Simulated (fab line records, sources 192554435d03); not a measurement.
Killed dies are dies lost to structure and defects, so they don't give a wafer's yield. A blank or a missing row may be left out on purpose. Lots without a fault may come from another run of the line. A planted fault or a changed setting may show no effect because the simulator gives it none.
Split-lot experiment | flow n5_finfet | 7 lots, 21 wafers read, on a route of 1938 steps

THE SPLIT
At N5_BEOL_M9_COAT_05 (resist thk 90 nm), the setting spin_rpm was moved away from the recipe's 1500 rpm on 9 of the 21 wafers read, by -10.7% to +9.0%. The other wafers ran this setting at the recipe's value.

FROM THE SPLIT TO THE READING: what the file shows between them, 2 steps
- N5_BEOL_M9_EBR_07
- N5_BEOL_M9_SOFTBAKE_06: time 60 s

THE READING
CAR-ArF_of_BEOL_M9_COAT_05.thk_nm (the simulator's own value, which no gauge read), in nm, at N5_BEOL_M9_DESCUM_16 (chemistry O2, time 7.9 s). The file gives no usual value for it. The 12 wafers here that ran the recipe average 83.6 nm, standard deviation 0.32 nm.

wafer  | tool, chamber at the split | spin_rpm as run, rpm | against the recipe | CAR-ArF_of_BEOL_M9_COAT_05.thk_nm, nm | against lot-mates on the recipe
L079.1 | litho_track-01, 0          | 1500                 | recipe             | 83.4                                  | -
L079.2 | litho_track-01, 0          | 1339                 | -10.7%             | 88.6                                  | +5.2
L079.5 | litho_track-01, 0          | 1339                 | -10.7%             | 88.6                                  | +5.2
L080.1 | litho_track-01, 0          | 1623                 | +8.2%              | 79.8                                  | -3.4
L080.3 | litho_track-01, 0          | 1623                 | +8.2%              | 79.8                                  | -3.4
L080.5 | litho_track-01, 0          | 1500                 | recipe             | 83.2                                  | -
L084.2 | litho_track-01, 0          | 1500                 | recipe             | 83.4                                  | -
L084.3 | litho_track-01, 0          | 1500                 | recipe             | 83.6                                  | -
L084.4 | litho_track-01, 0          | 1635                 | +9.0%              | 79.4                                  | -4.1
L088.1 | litho_track-02, 0          | 1500                 | recipe             | 83.6                                  | -
L088.3 | litho_track-02, 0          | 1500                 | recipe             | 83.6                                  | -
L088.4 | litho_track-02, 0          | 1500                 | recipe             | 83.8                                  | -
L089.2 | litho_track-01, 0          | 1358                 | -9.5%              | 88.6                                  | +4.4
L089.3 | litho_track-01, 0          | 1500                 | recipe             | 84.2                                  | -
L089.6 | litho_track-01, 0          | 1500                 | recipe             | 84.2                                  | -
L091.3 | litho_track-04, 0          | 1589                 | +5.9%              | 81.2                                  | -2.2
L091.4 | litho_track-04, 0          | 1500                 | recipe             | 83.4                                  | -
L091.6 | litho_track-04, 0          | 1589                 | +5.9%              | 81                                    | -2.4
L096.1 | litho_track-04, 0          | 1500                 | recipe             | 83.2                                  | -
L096.3 | litho_track-04, 0          | 1353                 | -9.8%              | 88.4                                  | +5.0
L096.4 | litho_track-04, 0          | 1500                 | recipe             | 83.6                                  | -

THE FIT
A straight line over all 21 wafers: CAR-ArF_of_BEOL_M9_COAT_05.thk_nm changes by -0.472 nm for each +1% of spin_rpm; r = -0.99; the points scatter about the line by 0.29 nm.
The same after taking each lot's own level away (the mean of its wafers on the recipe; 21 wafers): -0.458 nm for each +1%; r = -1.00; scatter 0.21 nm.
On that fit, the largest move of spin_rpm shifts the reading by 4.9 nm.
The lots' own levels span 83.20 to 84.20 nm, that is 3.2 times the standard deviation above.
So the lot-to-lot level changes the slope little: the two slopes agree.
Check: with one of the wafers moved furthest among these (-10.7%) left out of the fit, the line predicts +5.01 nm for it against its lot-mates. It came out at +5.2 nm against them.

OTHER SPLITS ON THESE WAFERS
These wafers also went through other splits before the reading. Each is held against what the fit with the lots' levels taken away leaves over:
other split on the same wafers     | wafers away from the commonest value | r with CAR-ArF_of_BEOL_M9_COAT_05.thk_nm (lot level and that fit taken away)
N5_BEOL_M6_TRENCH_ETCH_37 source_w | 11                                   | -0.07
N5_BEOL_M8_PEB_09 peb_time_s       | 8                                    | -0.17

THE WHOLE CHAIN: every reading that the file lists as answering this split, in the file's order
step                 | what it does             | reading                                                                            | change (the file's fit)               | r (the file's)
N5_BEOL_M9_COAT_05   | resist thk 90 nm         | CAR-ArF_of_BEOL_M9_COAT_05.thk_nm (the simulator's own value, which no gauge read) | -0.468 nm for each +1% of the setting | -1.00
N5_BEOL_M9_DESCUM_16 | chemistry O2, time 7.9 s | CAR-ArF_of_BEOL_M9_COAT_05.thk_nm (the simulator's own value, which no gauge read) | -0.464 nm for each +1% of the setting | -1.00

THE FILE'S OWN FIT
CAR-ArF_of_BEOL_M9_COAT_05.thk_nm changes by -0.464 nm for each +1% of spin_rpm, r = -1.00.
